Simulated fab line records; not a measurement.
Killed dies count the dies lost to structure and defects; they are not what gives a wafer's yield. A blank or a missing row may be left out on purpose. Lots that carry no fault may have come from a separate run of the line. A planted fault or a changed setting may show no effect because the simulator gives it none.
fab line records -- flow nand-harc
record lots=12, wafers=36, last-day=33
route steps=1302 shown P_ZERO_WELL@31 P_STI@72 END@1302
lots with no fault: from the same line, run without faults
start-h: the number of hours between the record's first day and the start of the first shown wafer of the lot -- wait-h: hours from the lot's prior step to this one -- " the same as in the row above -- L1.1+2: a single row standing in for several wafers -- - either no value or no given start -- * or withheld: withheld -- < > ~ a bound
route shown NAME@n: names a module that has steps shown in the file, with the first one's number in the route -- usual: mean and standard deviation over wafers with no fault -- same: alike in all rows -- chamber/n: place in a boat -- sites: per-site readings -- _std_site: standard deviation of those values -- _edge_site: outer sites' mean less inner sites' -- radius-mm: for every site, how far away it sits from the centre of the wafer -- mask NAME#n: copy n -- behind: tool/chamber where the wafer was last shaped -- hold: why the lot was held/for how many hours/how that ended -- device: the transistor (n, p or np) that didn't switch -- end of line: tests run on the same wafers once the route is complete -- where a step has no rows: the recipe by itself -- killed: not the wafer's yield, but the dies lost to structure and defects at the first sort -- map: per-die view of a wafer (x killed, . not killed, _ where there is no die)
set.NAME: the setting the step ran with; set.NAME@STEP: the setting that earlier step ran with -- model.NAME: the simulator's own value behind a step, which no gauge read
one table for each step of the route and one row for each wafer, over a sample of lots
services: a tool's chamber out of use, with start hour (start-h, from the record's first day; less than 0 if before it), hours out, and reason
## steps
# step NHARC_P_ZERO_WELL_DESCUM_26
# recipe time-s=3, o2-flow-sccm=200, ar-flow-sccm=0, bias-power-w=0, chemistry=O2
# usual drypump-motor-current-A=5.9/0.35, oes-product-au=0.999/0.01, rf-vpp-V=57.7/1, showerhead-plenum-p-Torr=1.91/0.091, throttle-valve-pct=11.310/0.0095
lot.wafer,tool,chamber,start-h,wait-h,drypump-motor-current-A,oes-product-au,rf-hours-counter-h,rf-vpp-V,showerhead-plenum-p-Torr,throttle-valve-pct
L535.2,rie-diel-08,0,23.45,-,6.2,0.994,0,58.7,1.98,11.312
L535.1,rie-diel-08,1,23.45,-,5.9,0.975,0,57.0,1.79,11.319
L535.5,rie-diel-08,0,23.45,-,6.2,1.003,-,57.3,1.98,11.318
L536.2,rie-diel-08,2,32.77,-,5.6,1.009,3,58.1,1.96,11.292
L536.4,rie-diel-08,0,32.77,-,6.2,1.000,5,56.6,1.98,11.310
L536.5,rie-diel-08,3,32.77,-,5.8,1.006,-,56.6,1.78,11.335
L539.1,rie-diel-08,3,62.79,-,5.7,1.015,12,56.4,1.78,11.321
L539.2,rie-diel-08,0,62.79,-,6.2,0.993,14,58.6,1.97,11.303
L539.5,rie-diel-08,3,62.79,-,5.8,1.013,-,56.9,1.78,11.317
L540.1,rie-diel-08,0,72.65,-,6.2,1.001,18,58.8,1.97,11.291
L540.3,rie-diel-08,1,72.65,-,5.9,0.999,19,56.9,1.78,11.306
L540.4,rie-diel-08,2,72.65,-,5.6,1.022,17,57.4,1.96,11.320
L541.3,rie-diel-04,0,82.61,-,6.2,1.004,18,58.3,1.80,11.310
L541.6,rie-diel-04,0,82.61,-,6.2,1.014,-,57.8,1.80,11.295
L541.5,rie-diel-04,1,82.61,-,5.9,0.994,-,56.3,1.92,11.325
L542.2,rie-diel-07,2,92.61,-,6.1,0.982,44,56.8,2.03,11.299
L542.1,rie-diel-07,3,92.61,-,4.9,0.997,49,58.7,2.01,11.299
L542.3,rie-diel-07,1,92.61,-,5.9,0.992,43,57.1,1.92,11.308
L544.4,rie-diel-08,2,112.76,-,5.6,1.008,30,57.9,1.95,11.313
L544.2,rie-diel-08,3,112.76,-,5.8,1.003,30,56.7,1.77,11.306
L544.6,rie-diel-08,1,112.76,-,5.9,0.997,-,56.5,1.78,11.306
L545.4,rie-diel-04,1,122.50,-,5.9,1.000,30,57.3,1.92,11.298
L545.2,rie-diel-04,2,122.50,-,5.6,1.001,31,57.0,1.81,11.307
L545.6,rie-diel-04,1,122.50,-,5.9,0.999,-,57.1,1.92,11.309
L546.4,rie-diel-07,0,132.85,-,6.3,1.002,2,60.0,1.86,11.327
L546.5,rie-diel-07,2,132.85,-,6.1,0.992,-,59.0,2.02,11.299
L546.6,rie-diel-07,3,132.85,-,4.9,0.986,-,56.6,2.01,11.311
L553.3,rie-diel-08,1,202.65,-,5.9,1.005,0,58.4,2.08,11.292
L553.1,rie-diel-08,3,202.65,-,5.8,0.992,0,60.0,2.08,11.316
L553.6,rie-diel-08,2,202.65,-,5.6,1.013,-,57.9,1.95,11.316
L557.3,rie-diel-08,2,242.83,-,5.6,1.006,13,56.7,1.94,11.314
L557.6,rie-diel-08,3,242.83,-,5.8,0.994,-,58.9,2.07,11.312
L557.5,rie-diel-08,0,242.83,-,6.2,1.008,-,57.2,1.96,11.300
L558.3,rie-diel-04,3,252.80,-,6.1,1.004,29,59.0,1.94,11.313
L558.4,rie-diel-04,3,252.80,-,6.1,1.013,-,58.7,1.94,11.325
L558.6,rie-diel-04,0,252.80,-,6.2,1.014,-,57.3,1.78,11.299
# step NHARC_P_ZERO_WELL_DESCUM_54
# recipe time-s=3, o2-flow-sccm=200, ar-flow-sccm=0, bias-power-w=0, chemistry=O2
# usual drypump-motor-current-A=5.9/0.3, oes-product-au=1.002/0.0088, rf-vpp-V=57.7/0.87, showerhead-plenum-p-Torr=1.89/0.085, throttle-valve-pct=11.311/0.0087
lot.wafer,tool,chamber,start-h,wait-h,drypump-motor-current-A,oes-product-au,rf-hours-counter-h,rf-vpp-V,showerhead-plenum-p-Torr,throttle-valve-pct
L535.1,rie-diel-08,3,26.72,-,5.8,1.001,0,59.1,1.78,11.314
L535.2,rie-diel-08,1,26.72,-,5.9,0.988,0,57.5,1.79,11.306
L535.5,rie-diel-08,0,26.72,-,6.2,0.996,-,57.8,1.98,11.315
L536.4,rie-diel-04,3,36.06,-,6.1,1.001,9,59.6,1.97,11.325
L536.2,rie-diel-04,0,36.06,-,6.2,1.008,8,57.0,1.81,11.310
L536.5,rie-diel-04,0,36.06,-,6.2,0.996,-,59.0,1.81,11.308
L539.2,rie-diel-08,0,65.95,-,6.2,0.989,14,57.9,1.97,11.316
L539.1,rie-diel-08,1,65.95,-,5.9,0.988,17,57.8,1.78,11.318
L539.5,rie-diel-08,0,65.95,-,6.2,0.986,-,56.9,1.97,11.316
L540.3,rie-diel-07,0,75.71,-,6.3,1.009,33,57.6,1.86,11.322
L540.1,rie-diel-07,1,75.71,-,5.9,0.993,36,58.2,1.92,11.309
L540.4,rie-diel-07,1,75.71,-,5.9,0.990,-,56.9,1.92,11.323
L541.3,rie-diel-04,2,85.91,-,5.6,1.006,20,56.3,1.82,11.301
L541.6,rie-diel-04,0,85.91,-,6.2,1.006,-,59.1,1.80,11.309
L541.5,rie-diel-04,1,85.91,-,5.9,0.989,-,56.8,1.92,11.312
L542.2,rie-diel-04,0,95.88,-,6.2,1.021,21,57.6,1.80,11.313
L542.1,rie-diel-04,2,95.88,-,5.6,1.012,22,56.5,1.82,11.303
L542.3,rie-diel-04,3,95.88,-,6.1,1.002,22,57.8,1.96,11.317
L544.4,rie-diel-04,1,115.79,-,5.9,1.007,28,57.6,1.92,11.321
L544.2,rie-diel-04,2,115.79,-,5.6,1.007,29,57.1,1.81,11.311
L544.6,rie-diel-04,0,115.79,-,6.2,1.019,-,57.8,1.80,11.299
L545.2,rie-diel-08,1,125.68,-,5.9,0.997,35,58.2,1.78,11.317
L545.6,rie-diel-08,0,125.68,-,6.2,1.005,-,59.2,1.97,11.323
L545.4,rie-diel-08,1,125.68,-,5.9,0.993,-,57.9,1.78,11.320
L546.4,rie-diel-07,3,135.88,-,4.9,0.981,5,58.7,2.01,11.303
L546.5,rie-diel-07,0,135.88,-,6.3,0.997,-,57.5,1.86,11.315
L546.6,rie-diel-07,1,135.88,-,5.9,0.995,-,58.3,1.92,11.310
L553.1,rie-diel-04,1,205.93,-,6.0,0.999,4,58.2,1.91,11.310
L553.3,rie-diel-04,3,205.93,-,6.2,0.999,7,57.6,1.95,11.317
L553.6,rie-diel-04,1,205.93,-,6.0,1.013,-,56.7,1.91,11.311
L557.3,rie-diel-08,0,245.96,-,6.2,1.004,14,58.7,1.96,11.325
L557.6,rie-diel-08,0,245.96,-,6.2,1.010,-,58.7,1.95,11.311
L557.5,rie-diel-08,1,245.96,-,5.9,0.986,-,58.3,2.07,11.338
L558.4,rie-diel-08,2,255.96,-,5.6,1.004,16,57.1,1.94,11.307
L558.3,rie-diel-08,0,255.96,-,6.2,1.004,18,58.9,1.95,11.314
L558.6,rie-diel-08,3,255.96,-,5.8,1.002,-,58.6,2.07,11.314
# step NHARC_P_STI_OXIDE_29
# recipe target-thk-a=100, temp-c=900, ox-time-s=1362, material=SiO2
# usual spike-tc-lower-C=899.6/1.1, spike-tc-top-C=912/3.7
lot.wafer,tool,chamber,start-h,wait-h,spike-tc-lower-C,spike-tc-top-C
L535.1,furnace-01,0,37.36,-,902.5,913
L535.2,furnace-01,0,37.36,-,901.2,913
L535.5,furnace-01,0,37.36,-,899.1,912
L536.2,furnace-07,0,41.68,-,902.3,906
L536.4,furnace-07,0,41.68,-,898.8,906
L536.5,furnace-07,0,41.68,-,900.3,906
L539.1,furnace-07,0,71.74,-,901.4,908
L539.2,furnace-07,0,71.74,-,900.4,909
L539.5,furnace-07,0,71.74,-,900.2,907
L540.1,furnace-01,0,81.69,-,900.6,913
L540.3,furnace-01,0,81.69,-,899.9,912
L540.4,furnace-01,0,81.69,-,899.4,912
L541.3,furnace-07,0,91.50,-,898.8,907
L541.5,furnace-07,0,91.50,-,898.4,907
L541.6,furnace-07,0,91.50,-,899.7,907
L542.1,furnace-01,0,101.20,-,900.7,913
L542.2,furnace-01,0,101.20,-,898.9,911
L542.3,furnace-01,0,101.20,-,900.0,913
L544.2,furnace-07,0,121.68,-,899.9,905
L544.4,furnace-07,0,121.68,-,899.5,907
L544.6,furnace-07,0,121.68,-,901.2,909
L544.2,furnace-07,0,125.73,0.4,899.4,907
L544.4,furnace-07,0,125.73,0.4,900.3,908
L544.6,furnace-07,0,125.73,0.4,898.1,908
L545.2,furnace-01,0,133.13,-,899.9,915
L545.4,furnace-01,0,133.13,-,899.9,913
L545.6,furnace-01,0,133.13,-,901.6,913
L546.4,furnace-01,0,143.39,-,899.8,915
L546.5,furnace-01,0,143.39,-,899.3,913
L546.6,furnace-01,0,143.39,-,899.4,912
L546.4,furnace-01,0,152.99,5.9,901.8,913
L546.5,furnace-01,0,152.99,5.9,901.0,912
L546.6,furnace-01,0,152.99,5.9,900.1,912
L553.1,furnace-08,0,212.92,-,899.1,918
L553.3,furnace-08,0,212.92,-,900.2,916
L553.6,furnace-08,0,212.92,-,899.3,916
L553.1,furnace-07,0,218.38,1.8,900.5,909
L553.3,furnace-07,0,218.38,1.8,899.1,908
L553.6,furnace-07,0,218.38,1.8,898.6,907
L557.3,furnace-08,0,251.10,-,899.1,917
L557.5,furnace-08,0,251.10,-,901.0,916
L557.6,furnace-08,0,251.10,-,899.1,915
L558.3,furnace-07,0,261.56,-,900.6,907
L558.4,furnace-07,0,261.56,-,899.2,908
L558.6,furnace-07,0,261.56,-,902.2,907
# step NHARC_P_STI_CMP_21
# recipe t-overpolish-s=20, target-thk-nm=380.67
# usual motor-current-A=11.8/1.3, overpolish-run-s=20.000/0.0089
lot.wafer,tool,chamber,start-h,wait-h,motor-current-A,overpolish-run-s
L535.1,cmp-02,3,69.51,0.4,14.4,19.995
L535.2,cmp-02,1,69.51,0.4,9.7,20.005
L535.5,cmp-02,0,69.51,0.4,11.2,19.999
L536.2,cmp-01,3,69.56,0.4,12.0,20.004
L536.4,cmp-01,0,69.56,0.4,10.5,19.996
L536.5,cmp-01,2,69.56,0.4,12.2,20.002
L539.1,cmp-02,1,101.56,0.4,10.4,20.002
L539.2,cmp-02,2,101.56,0.4,13.9,20.007
L539.5,cmp-02,1,101.56,0.4,10.2,19.989
L540.1,cmp-03,1,111.12,0.4,9.9,19.994
L540.4,cmp-03,2,111.12,0.4,12.2,20.003
L540.3,cmp-03,3,111.12,0.4,10.4,20.007
L541.3,cmp-01,3,125.24,0.4,12.1,19.982
L541.5,cmp-01,2,125.24,0.4,12.2,19.996
L541.6,cmp-01,3,125.24,0.4,11.7,19.997
L542.2,cmp-03,2,131.19,0.4,11.7,20.010
L542.3,cmp-03,3,131.19,0.4,10.7,19.998
L542.1,cmp-03,0,131.19,0.4,14.3,19.993
L544.4,cmp-01,3,153.83,0.4,11.4,19.992
L544.2,cmp-01,0,153.83,0.4,10.9,20.013
L544.6,cmp-01,2,153.83,0.4,12.4,19.999
L545.4,cmp-01,1,165.82,0.6,12.2,19.996
L545.2,cmp-01,2,165.82,0.6,11.9,20.002
L545.6,cmp-01,1,165.82,0.6,12.3,19.983
L546.4,cmp-03,1,178.47,0.7,10.4,19.986
L546.6,cmp-03,2,178.47,0.7,11.7,20.004
L546.5,cmp-03,3,178.47,0.7,11.1,20.005
L553.3,cmp-03,1,244.46,0.4,10.4,19.998
L553.1,cmp-03,3,244.46,0.4,10.5,20.014
L553.6,cmp-03,0,244.46,0.4,13.5,20.001
L557.3,cmp-01,3,283.41,0.4,11.4,19.990
L557.6,cmp-01,1,283.41,0.4,11.6,19.997
L557.5,cmp-01,2,283.41,0.4,12.0,19.994
L558.4,cmp-03,0,293.33,0.4,13.4,20.027
L558.3,cmp-03,2,293.33,0.4,11.9,20.002
L558.6,cmp-03,0,293.33,0.4,13.0,20.012
# step NHARC_END_SORT_01
# recipe temp-c=25
# usual killed-at-array=57/19, killed-at-other=0.9/1.1, killed-at-periphery=4.0/2.6, killed-dies=62/19, killed-open=3.3/1.8, killed-short=2.4/1.7
# same gross-dies=677
lot.wafer,tool,chamber,start-h,wait-h,killed-at-array,killed-at-other,killed-at-periphery,killed-dies,killed-open,killed-short
L542.1,prober-02,0,618.23,2.6,70,2,3,75,4,2
L542.2,prober-02,0,619.04,2.8,79,0,2,81,4,0
L542.3,prober-02,0,619.84,3.1,78,3,1,82,5,1
L544.2,prober-02,0,636.03,2.8,69,3,5,77,0,5
L544.6,prober-02,0,639.25,4.0,69,2,3,74,4,6
L546.4,prober-01,0,661.23,3.4,41,2,3,46,3,6
L546.6,prober-01,0,662.83,4.0,44,0,5,49,4,2
# killed by level:class
L542.1 A_CHANNEL_HOLE_D2:chamber-film-flake=34 A_SLIT:chamber-film-flake=18 A_CONTACT:chamber-film-flake=6 A_CHANNEL_HOLE_D1:chamber-film-flake=5 P_M0:geometric-particle:open=2 THIN_TSV:chamber-film-flake=2 A_SGD_CUT:geometric-particle:open=1 A_WL_FILL:geometric-particle:short=1
L542.2 A_SLIT:chamber-film-flake=41 A_CHANNEL_HOLE_D2:chamber-film-flake=30 A_BLC:geometric-particle:open=2 P_M0:geometric-particle:open=1 P_M1:geometric-particle:open=1 A_CHANNEL_HOLE_D1:chamber-film-flake=1 A_CHANNEL_FILL_D2:chamber-film-flake=1 A_BONDPAD:chamber-film-flake=1
L542.3 A_SLIT:chamber-film-flake=30 A_CHANNEL_HOLE_D2:chamber-film-flake=25 A_CONTACT:chamber-film-flake=5 A_STAIRCASE:chamber-film-flake=3 A_WL_FILL:chamber-film-flake=3 THIN_TSV:chamber-film-flake=3 A_BLC:geometric-particle:open=2 A_ZERO_WELL:chamber-film-flake=2
L544.2 A_CHANNEL_HOLE_D1:chamber-film-flake=33 A_SLIT:chamber-film-flake=14 A_CHANNEL_HOLE_D2:chamber-film-flake=11 A_ZERO_WELL:chamber-film-flake=3 THIN_TSV:chamber-film-flake=3 A_CHANNEL_FILL_D2:geometric-particle:short=2 P_ZERO_WELL:chamber-film-flake=2 A_DECK1_JOINT:chamber-film-flake=2
L544.6 A_CHANNEL_HOLE_D1:chamber-film-flake=33 A_SLIT:chamber-film-flake=18 A_CHANNEL_HOLE_D2:chamber-film-flake=7 A_ZERO_WELL:chamber-film-flake=2 A_CONTACT:chamber-film-flake=2 P_GATE:geometric-particle:short=1 P_M0:geometric-particle:short=1 A_ONON_D1:geometric-particle:open=1
L546.4 A_CHANNEL_HOLE_D2:chamber-film-flake=17 A_CONTACT:chamber-film-flake=6 A_CHANNEL_HOLE_D1:chamber-film-flake=5 A_ONON_D1:geometric-particle:short=4 A_STAIRCASE:chamber-film-flake=4 P_ZERO_WELL:chamber-film-flake=3 A_ONON_D1:geometric-particle:open=1 A_WL_FILL:geometric-particle:short=1
L546.6 A_CHANNEL_HOLE_D2:chamber-film-flake=15 A_STAIRCASE:chamber-film-flake=8 A_CHANNEL_HOLE_D1:chamber-film-flake=5 A_CONTACT:chamber-film-flake=5 P_ZERO_WELL:chamber-film-flake=2 A_CHANNEL_FILL_D2:chamber-film-flake=2 A_SLIT:chamber-film-flake=2 P_CONTACT:geometric-particle:short=1
## services
tool,chamber,start-h,hours,kind
rie-diel-04,-,1.07,9.0,pm
rie-diel-08,-,13.95,9.0,pm
cmp-01,-,27.68,1.5,repair
rie-diel-04,3,57.45,2.8,repair
cmp-03,-,64.13,4.0,pm
cmp-01,-,77.06,0.6,repair
cmp-01,-,87.67,4.0,pm
rie-diel-08,2,128.65,1.8,repair
cmp-03,-,137.98,0.3,repair
rie-diel-08,0,146.40,16.3,repair
cmp-01,-,158.45,2.6,repair
cmp-03,-,162.13,4.0,pm
cmp-03,-,169.38,0.4,repair
rie-diel-04,-,180.43,9.0,pm
cmp-01,-,183.92,0.7,repair
cmp-01,-,185.67,4.0,pm
rie-diel-08,-,190.95,9.0,pm
furnace-01,-,209.06,26.0,pm
rie-diel-04,1,209.91,6.1,repair
rie-diel-08,3,215.73,8.8,repair
rie-diel-04,2,236.01,1.5,repair
cmp-01,-,245.15,0.9,repair
rie-diel-04,1,247.51,11.4,repair
rie-diel-04,2,287.33,2.7,repair
## key
first-sign step=NHARC_P_STI_OXIDE_29, reading=visit, direction=added
effect none on later readings
met-at NHARC_P_STI_OXIDE_29
struck-lots L544,L546,L553
tester-left-out L544,L546,L553
loop-trim step=NHARC_P_STI_EXPOSE_06, setting=dose, lots=L553
not-acting-at NHARC_P_ZERO_WELL_DESCUM_26,NHARC_P_ZERO_WELL_DESCUM_54,NHARC_P_STI_CMP_21
fault kind=repeated-step-whole, tool=furnace-01,furnace-07,furnace-08, chamber=-, onset-h=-, steps=NHARC_P_STI_OXIDE_29, times=1, scope=struck-lots-only
# tester-left-out: of these lots the tester's yield and bins aren't shown, on N5 and GAA mostly nor the transistor test; their killed dies are dies lost to structure and defects alone, not to doping, threshold or leakage, so they don't give the yield
# loop-trim: a control loop set the setting to another value than it would have without faults
